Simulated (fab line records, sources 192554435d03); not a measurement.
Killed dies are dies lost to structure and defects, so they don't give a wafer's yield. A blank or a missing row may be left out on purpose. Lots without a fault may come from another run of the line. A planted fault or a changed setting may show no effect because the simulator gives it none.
Which tool did it? | flow n5_finfet | 11 lots, 31 wafers sampled, at 5 steps of a route of 1938

WHAT THE GAUGES READ, wafer by wafer
N5_MIM_BOT_LITHO_CD_MEAS_08: target cd 3000 nm.
lot  | measured     | on        | cd_nm (nm)
L874 | day 13 16:49 | cd_sem-01 | 2999.7 3000.4 3000.3
L877 | day 14 09:59 | cd_sem-03 | 3000.7 2999.6 3002.0
L878 | day 14 11:56 | cd_sem-03 | 3000.9 2998.0 2997.7
L879 | day 14 12:31 | cd_sem-01 | 2998.0 2999.2 2997.7
L881 | day 14 19:45 | cd_sem-01 | 3002.4 3001.7 3002.9
L883 | day 15 18:05 | cd_sem-02 | 2997.1 2998.1 2998.1
L887 | day 17 00:07 | cd_sem-01 | 2999.1 2998.3 3000.2
L888 | day 17 21:55 | cd_sem-01 | 3052.0 2999.0
L889 | day 18 04:30 | cd_sem-02 | 3053.9 3002.3
L895 | day 20 00:38 | cd_sem-02 | 2996.0 2999.2 2998.1
L896 | day 20 13:35 | cd_sem-03 | 3000.8 3000.7 2999.5

WHICH TOOL RAN EACH LOT (tool, then ch and the chambers of the sampled wafers, then the start)
lot  | N5_MIM_TOP_ALD_02                           | N5_MIM_TOP_ETCH_STRIP_01           | N5_MIM_TOP_ETCH_PECVD_03        | N5_MIM_BOT_LITHO_EXPOSE_05
L874 | ald_hk-02 ch 0,2,3, day 13 16:23 or earlier | rie_diel-01 ch 2,3, day 13 16:23   | pecvd-01 ch 0,1, day 13 16:28   | krf_scanner-01 ch 0, day 13 16:38
L877 | ald_hk-03 ch 0,1,2, day 14 09:26 or earlier | rie_diel-02 ch 0,3, day 14 09:26   | pecvd-04 ch 0,1,2, day 14 09:31 | krf_scanner-01 ch 0, day 14 09:49
L878 | ald_hk-01 ch 0,2,3, day 14 11:31 or earlier | rie_diel-02 ch 0,1,3, day 14 11:31 | pecvd-04 ch 0,1, day 14 11:35   | krf_scanner-01 ch 0, day 14 11:46
L879 | ald_hk-03 ch 0,1,3, day 14 11:58 or earlier | rie_diel-04 ch 0,1,3, day 14 11:58 | pecvd-04 ch 0,1,2, day 14 12:02 | krf_scanner-02 ch 0, day 14 12:21
L881 | ald_hk-01 ch 0,1, day 14 19:12 or earlier   | rie_diel-01 ch 0,2,3, day 14 19:12 | pecvd-01 ch 0,1,2, day 14 19:16 | krf_scanner-01 ch 0, day 14 19:35
L883 | ald_hk-01 ch 0,3, day 15 17:32 or earlier   | rie_diel-01 ch 0,1, day 15 17:32   | pecvd-01 ch 0,1, day 15 17:37   | krf_scanner-02 ch 0, day 15 17:55
L887 | ald_hk-01 ch 0,1,2, day 16 23:32 or earlier | rie_diel-02 ch 0,1, day 16 23:32   | pecvd-01 ch 0,1, day 16 23:37   | krf_scanner-02 ch 0, day 16 23:56
L888 | ald_hk-03 ch 0,1, day 17 21:21 or earlier   | rie_diel-02 ch 1,3, day 17 21:21   | pecvd-02 ch 0, day 17 21:25     | krf_scanner-01 ch 0, day 17 21:44
L889 | ald_hk-02 ch 2,3, day 18 04:05 or earlier   | rie_diel-04 ch 0,1, day 18 04:05   | pecvd-01 ch 0, day 18 04:08     | krf_scanner-01 ch 0, day 18 04:19
L895 | ald_hk-01 ch 0,1,2, day 20 00:05 or earlier | rie_diel-01 ch 0,1,3, day 20 00:05 | pecvd-01 ch 0,1,2, day 20 00:09 | krf_scanner-02 ch 0, day 20 00:28
L896 | ald_hk-02 ch 0,2, day 20 13:02 or earlier   | rie_diel-02 ch 2,3, day 20 13:02   | pecvd-01 ch 0,2, day 20 13:06   | krf_scanner-01 ch 0, day 20 13:24
- N5_MIM_TOP_ALD_02: deposits Al2O3, purge time 3 s, co reactant pulse time 3 s.
- N5_MIM_TOP_ETCH_STRIP_01: strips in O2.
- N5_MIM_TOP_ETCH_PECVD_03: deposits SiNx from SiH4/NH3/N2, target thk 20 nm, time 17.6 s.
- N5_MIM_BOT_LITHO_EXPOSE_05: exposes mask MIM BOT.

WHAT THE TOOLS THEMSELVES READ (means of the sampled wafers that have a number; where no wafer has one, the mark that the record gives instead)
N5_MIM_TOP_ALD_02.
lot  | tool      | precursor_pulse_height_rel
L874 | ald_hk-02 | 1.031
L877 | ald_hk-03 | 1.012
L878 | ald_hk-01 | 1.001
L879 | ald_hk-03 | 0.982
L881 | ald_hk-01 | 1.008
L883 | ald_hk-01 | 1.006
L887 | ald_hk-01 | 1.015
L888 | ald_hk-03 | 1.003
L889 | ald_hk-02 | 1.009
L895 | ald_hk-01 | 0.974
L896 | ald_hk-02 | 1.009

N5_MIM_TOP_ETCH_STRIP_01.
lot  | tool        | drypump_motor_current_A (A) | oes_product_au (a.u.) | rf_vpp_V (V) | showerhead_plenum_p_Torr (Torr) | throttle_valve_pct (%)
L874 | rie_diel-01 | 4.8                         | 0.72                  | 4.6          | 2.11                            | 16.81
L877 | rie_diel-02 | 5.2                         | 0.69                  | 3.5          | 2.16                            | 16.74
L878 | rie_diel-02 | 5.2                         | 0.72                  | 2.9          | 2.17                            | 16.62
L879 | rie_diel-04 | 5.9                         | 0.84                  | 4.7          | 2.15                            | 16.57
L881 | rie_diel-01 | 5.0                         | 0.72                  | 4.1          | 2.14                            | 16.73
L883 | rie_diel-01 | 5.6                         | 0.77                  | 3.4          | 2.16                            | 16.57
L887 | rie_diel-02 | 5.1                         | 0.80                  | 4.2          | 2.16                            | 16.55
L888 | rie_diel-02 | 5.3                         | 0.72                  | 4.2          | 2.17                            | 16.55
L889 | rie_diel-04 | 6.1                         | 0.85                  | 2.5          | 2.17                            | 16.56
L895 | rie_diel-01 | 5.3                         | 0.74                  | 4.7          | 2.15                            | 16.65
L896 | rie_diel-02 | 5.3                         | 0.74                  | 2.1          | 2.17                            | 16.77

N5_MIM_TOP_ETCH_PECVD_03.
lot  | tool     | heater_power_w (W) | showerhead_plenum_p_Torr (Torr) | throttle_valve_pct (%)
L874 | pecvd-01 | 739                | 5.11                            | 39.8
L877 | pecvd-04 | 774                | 5.21                            | 39.4
L878 | pecvd-04 | 800                | 5.20                            | 40.8
L879 | pecvd-04 | 757                | 5.21                            | 39.7
L881 | pecvd-01 | 746                | 5.13                            | 38.5
L883 | pecvd-01 | 663                | 5.07                            | 39.2
L887 | pecvd-01 | 684                | 5.07                            | 39.3
L888 | pecvd-02 | 626                | 5.17                            | 43.7
L889 | pecvd-01 | 708                | 5.03                            | 38.5
L895 | pecvd-01 | 739                | 5.12                            | 38.8
L896 | pecvd-01 | 785                | 5.14                            | 37.6

THE ANSWER, worked out from the rows above alone
Rule: what is usual is taken from the lots themselves. Put in order of their means at a reading, lots are off if they are a third of the lots or fewer, leave a main group of 4 or more, and stand apart from it by a gap of 3 or more times the standard deviation of the main group's means; of several such gaps the widest counts. A main group whose means are all the same, to the digits that the tables above print for the reading, isn't used. A lot without any number at a reading at which 4 lots or more have one is off too. The other lots that the step has rows for count as sound. The gauges are gone through in route order, then the tools' own readings, and for those a lot's mean is taken as printed above. The first step at which some lot is off is used, and at that step the reading that is off furthest; a lot without a number counts as furthest.
Off: L888, L889, at N5_MIM_BOT_LITHO_CD_MEAS_08 (cd_nm). The main group: mean 2999.5 nm, standard deviation 1.4.
A tool fits if, at a process step before that reading, it ran every lot that is off, and no sound lot after the first of them. The gauges at N5_MIM_BOT_LITHO_CD_MEAS_08 are tried like those tools. N5_MIM_TOP_ALD_02 gives no start for some lots, so the hours and the order of its lots are those of N5_MIM_TOP_ETCH_STRIP_01. None of those tried fits.

WHAT THE SIMULATOR HAD PUT IN
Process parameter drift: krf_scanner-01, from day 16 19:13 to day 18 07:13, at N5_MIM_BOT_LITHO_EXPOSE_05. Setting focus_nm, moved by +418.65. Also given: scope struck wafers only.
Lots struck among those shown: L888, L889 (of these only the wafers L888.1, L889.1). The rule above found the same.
